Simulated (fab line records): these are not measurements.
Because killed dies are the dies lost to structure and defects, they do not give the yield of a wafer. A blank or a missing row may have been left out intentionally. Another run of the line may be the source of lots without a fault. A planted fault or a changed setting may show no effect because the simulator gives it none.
Chamber matching	flow n5Finfet	aldMetal-03 running N5_HKMG_FIN_ALD_21: 4 sister chambers
The step deposits TiN, target thk 1.5 nm, pulse time 1 s, purge time 3 s. 14 wafers are shown with their chamber, then 7 later ones without.

== WAFERS WITH THEIR CHAMBER ==
wafer	chamber	heaterPowerW (W)	susceptorTempC (C)	precursorPulseHeightRel
L074.2	2	965	399.99	1.020
L074.3	1	918	399.85	0.972
L074.5	3	909	399.59	1.002
L076.2	0	911	399.81	1.017
L076.3	3	900	399.74	1.035
L076.5	0	902	399.64	1.012
L077.4	1	915	400.06	1.006
L077.5	0	897	400.14	1.007
L077.6	1	919	399.75	1.016
L080.3	2	949	400.23	0.999
L080.4	1	917	400.05	1.008
L080.6	3	933	399.83	0.999
L092.3	0	890	399.89	1.038
L092.4	3	911	399.82	1.010

SIGNATURES (averages over the wafers above)
reading	chamber 0	chamber 1	chamber 2	chamber 3	scatter within a chamber
heaterPowerW	900.00	917.25	957.00	913.25	9.8
susceptorTempC	399.8700	399.9275	400.1100	399.7450	0.163
precursorPulseHeightRel	1.01850	1.00050	1.00950	1.01150	0.0165
Rule: distance of a wafer from a chamber = root of the sum over the readings of ((wafer's reading minus chamber's mean) / reading's scatter) squared. The wafer belongs to the nearest chamber; if the next one is less than 2 further off, it can't be placed. How the scatter is found: for the shown wafers, subtract from each reading the mean of its chamber, square and add these, divide the total by (wafers less chambers), then take the root.

== WAFERS WHOSE CHAMBER IS MISSING ==
wafer	heaterPowerW (W)	susceptorTempC (C)	precursorPulseHeightRel
L092.5	952	399.59	1.018
L094.2	882	400.20	1.031
L094.3	952	400.20	1.021
L094.5	936	400.30	0.996
L095.1	946	400.17	1.003
L095.4	912	400.00	0.997
L095.5	963	400.15	1.035

== WHICH CHAMBER EACH WENT THROUGH ==
wafer	from the rows above	in truth
L092.5	can't be placed: 2 or 3 or 1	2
L094.2	can't be placed: 0 or 1 or 3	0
L094.3	2	2
L094.5	can't be placed: 2 or 1 or 3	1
L095.1	2	2
L095.4	can't be placed: 1 or 3 or 0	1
L095.5	2	2
Correct placement for 3 of the 7. From these rows, 4 cannot be placed; in 4 the true chamber is one of the candidates. Placed wrongly: 0.
